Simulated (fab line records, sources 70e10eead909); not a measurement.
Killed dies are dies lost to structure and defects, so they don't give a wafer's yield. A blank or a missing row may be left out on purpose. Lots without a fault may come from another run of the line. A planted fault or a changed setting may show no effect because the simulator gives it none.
Chamber matching | flow nand_harc | NHARC_A_M1_DEP_33 on pecvd-02: 3 sister chambers
The step deposits SiCN, target thk 30 nm. 3 wafers are shown with their chamber, then 10 later ones without.

WAFERS WITH THEIR CHAMBER
wafer  | chamber | heater_power_w (W)
L883.6 | 1       | 557
L882.1 | 2       | 514
L882.4 | 0       | 710

WAFERS WITHOUT THEIR CHAMBER
wafer  | heater_power_w (W)
L882.5 | 529
L884.1 | 546
L884.3 | 693
L884.6 | 703
L888.1 | 738
L888.2 | 498
L888.6 | 476
L889.2 | 536
L889.3 | 718
L889.6 | 469

WHICH CHAMBER EACH WENT THROUGH
wafer  | from the rows above     | in truth
L882.5 | can't be placed: 2 or 1 | 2
L884.1 | can't be placed: 1 or 2 | 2
L884.3 | 0                       | 0
L884.6 | 0                       | 0
L888.1 | 0                       | 0
L888.2 | can't be placed: 2 or 1 | 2
L888.6 | can't be placed: 2 or 1 | 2
L889.2 | can't be placed: 1 or 2 | 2
L889.3 | 0                       | 0
L889.6 | can't be placed: 2 or 1 | 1
Placed correctly: 4 of 10. Can't be placed from these rows: 6 (the true chamber is among the candidates in 6). Placed wrongly: 0.
How it was worked out, from the rows above alone: a wafer's distance from a chamber is the root of the sum, over the readings, of the square of ((its reading less the chamber's mean) divided by the reading's scatter). The wafer belongs to the nearest chamber; if the next one is less than 2 further off, it can't be placed. A chamber's mean is the mean of its shown wafers. The scatter: with one shown wafer a chamber, the root of the mean of the squares of how far each hidden wafer lies from its nearest shown one.
